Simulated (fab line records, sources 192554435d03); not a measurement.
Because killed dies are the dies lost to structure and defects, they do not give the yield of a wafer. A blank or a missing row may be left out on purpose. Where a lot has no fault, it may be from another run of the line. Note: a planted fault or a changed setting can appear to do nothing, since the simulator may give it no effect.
Chamber matching || flow n5 finfet || N5_BEOL_M13_VIA_ETCH_16 on rie diel-01: 4 sister chambers
The step etches SiOC in C4F8/O2/Ar, target depth 921.7 nm. 20 wafers are shown with their chamber, then 10 later ones without.

## EACH WAFER AND ITS CHAMBER
{"wafer": "L076.2", "chamber": 3, "showerhead plenum p Torr (Torr)": 3.38, "throttle valve pct (%)": 24.12, "oes product au (a.u.)": 0.65}
{"wafer": "L076.3", "chamber": 0, "showerhead plenum p Torr (Torr)": 3.47, "throttle valve pct (%)": 24.24, "oes product au (a.u.)": 0.79}
{"wafer": "L076.4", "chamber": 1, "showerhead plenum p Torr (Torr)": 3.60, "throttle valve pct (%)": 24.10, "oes product au (a.u.)": 0.76}
{"wafer": "L079.3", "chamber": 2, "showerhead plenum p Torr (Torr)": 3.51, "throttle valve pct (%)": 23.86, "oes product au (a.u.)": 0.64}
{"wafer": "L079.4", "chamber": 3, "showerhead plenum p Torr (Torr)": 3.38, "throttle valve pct (%)": 24.14, "oes product au (a.u.)": 0.64}
{"wafer": "L079.5", "chamber": 1, "showerhead plenum p Torr (Torr)": 3.60, "throttle valve pct (%)": 24.10, "oes product au (a.u.)": 0.75}
{"wafer": "L081.2", "chamber": 1, "showerhead plenum p Torr (Torr)": 3.60, "throttle valve pct (%)": 24.12, "oes product au (a.u.)": 0.76}
{"wafer": "L081.3", "chamber": 3, "showerhead plenum p Torr (Torr)": 3.37, "throttle valve pct (%)": 24.11, "oes product au (a.u.)": 0.64}
{"wafer": "L081.4", "chamber": 0, "showerhead plenum p Torr (Torr)": 3.47, "throttle valve pct (%)": 24.25, "oes product au (a.u.)": 0.77}
{"wafer": "L082.1", "chamber": 3, "showerhead plenum p Torr (Torr)": 3.37, "throttle valve pct (%)": 24.15, "oes product au (a.u.)": 0.65}
{"wafer": "L082.4", "chamber": 0, "showerhead plenum p Torr (Torr)": 3.46, "throttle valve pct (%)": 24.25, "oes product au (a.u.)": 0.78}
{"wafer": "L082.5", "chamber": 0, "showerhead plenum p Torr (Torr)": 3.46, "throttle valve pct (%)": 24.26, "oes product au (a.u.)": 0.79}
{"wafer": "L087.2", "chamber": 3, "showerhead plenum p Torr (Torr)": 3.37, "throttle valve pct (%)": 24.16, "oes product au (a.u.)": 0.64}
{"wafer": "L087.4", "chamber": 3, "showerhead plenum p Torr (Torr)": 3.37, "throttle valve pct (%)": 24.15, "oes product au (a.u.)": 0.63}
{"wafer": "L087.5", "chamber": 0, "showerhead plenum p Torr (Torr)": 3.46, "throttle valve pct (%)": 24.26, "oes product au (a.u.)": 0.76}
{"wafer": "L088.3", "chamber": 3, "showerhead plenum p Torr (Torr)": 3.37, "throttle valve pct (%)": 24.14, "oes product au (a.u.)": 0.64}
{"wafer": "L088.4", "chamber": 1, "showerhead plenum p Torr (Torr)": 3.59, "throttle valve pct (%)": 24.14, "oes product au (a.u.)": 0.74}
{"wafer": "L088.5", "chamber": 3, "showerhead plenum p Torr (Torr)": 3.37, "throttle valve pct (%)": 24.16, "oes product au (a.u.)": 0.63}
{"wafer": "L089.1", "chamber": 0, "showerhead plenum p Torr (Torr)": 3.46, "throttle valve pct (%)": 24.28, "oes product au (a.u.)": 0.77}
{"wafer": "L089.2", "chamber": 1, "showerhead plenum p Torr (Torr)": 3.59, "throttle valve pct (%)": 24.11, "oes product au (a.u.)": 0.75}

SIGNATURES, as means of the wafers listed above
{"reading": "showerhead plenum p Torr", "chamber 0": 3.4633, "chamber 1": 3.5960, "chamber 2": 3.5100, "chamber 3": 3.3725, "scatter within a chamber": 0.00502}
{"reading": "throttle valve pct", "chamber 0": 24.2567, "chamber 1": 24.1140, "chamber 2": 23.8600, "chamber 3": 24.1412, "scatter within a chamber": 0.0165}
{"reading": "oes product au", "chamber 0": 0.7767, "chamber 1": 0.7520, "chamber 2": 0.6400, "chamber 3": 0.6400, "scatter within a chamber": 0.0094}
Rule: for each reading, subtract the chamber's mean from the wafer's reading, divide by that reading's scatter and square the result; add these up over the readings and take the root, which gives the wafer's distance from the chamber. If the next closest chamber is less than 2 further off than the closest, the wafer can't be placed; otherwise it belongs to the closest. The scatter is the square root of a quotient: the sum, over the shown wafers, of each reading's squared deviation from its chamber's mean, divided by wafers minus chambers.

## WAFERS WHOSE CHAMBER IS MISSING
{"wafer": "L089.6", "showerhead plenum p Torr (Torr)": 3.37, "throttle valve pct (%)": 24.15, "oes product au (a.u.)": 0.64}
{"wafer": "L091.3", "showerhead plenum p Torr (Torr)": 3.45, "throttle valve pct (%)": 24.25, "oes product au (a.u.)": 0.75}
{"wafer": "L091.4", "showerhead plenum p Torr (Torr)": 3.59, "throttle valve pct (%)": 24.14, "oes product au (a.u.)": 0.73}
{"wafer": "L091.5", "showerhead plenum p Torr (Torr)": 3.45, "throttle valve pct (%)": 24.28, "oes product au (a.u.)": 0.75}
{"wafer": "L092.1", "showerhead plenum p Torr (Torr)": 3.59, "throttle valve pct (%)": 24.14, "oes product au (a.u.)": 0.74}
{"wafer": "L092.2", "showerhead plenum p Torr (Torr)": 3.36, "throttle valve pct (%)": 24.16, "oes product au (a.u.)": 0.63}
{"wafer": "L092.5", "showerhead plenum p Torr (Torr)": 3.45, "throttle valve pct (%)": 24.27, "oes product au (a.u.)": 0.75}
{"wafer": "L096.3", "showerhead plenum p Torr (Torr)": 3.58, "throttle valve pct (%)": 24.15, "oes product au (a.u.)": 0.72}
{"wafer": "L096.5", "showerhead plenum p Torr (Torr)": 3.50, "throttle valve pct (%)": 23.87, "oes product au (a.u.)": 0.62}
{"wafer": "L096.6", "showerhead plenum p Torr (Torr)": 3.36, "throttle valve pct (%)": 24.18, "oes product au (a.u.)": 0.62}

## THE CHAMBER EACH PASSED THROUGH
{"wafer": "L089.6", "from the rows above": 3, "in truth": 3}
{"wafer": "L091.3", "from the rows above": 0, "in truth": 0}
{"wafer": "L091.4", "from the rows above": 1, "in truth": 1}
{"wafer": "L091.5", "from the rows above": 0, "in truth": 0}
{"wafer": "L092.1", "from the rows above": 1, "in truth": 1}
{"wafer": "L092.2", "from the rows above": 3, "in truth": 3}
{"wafer": "L092.5", "from the rows above": 0, "in truth": 0}
{"wafer": "L096.3", "from the rows above": 1, "in truth": 1}
{"wafer": "L096.5", "from the rows above": 2, "in truth": 2}
{"wafer": "L096.6", "from the rows above": 3, "in truth": 3}
Correctly placed: 10 of 10. Left unplaced by these rows: 0. Number placed wrongly: 0.
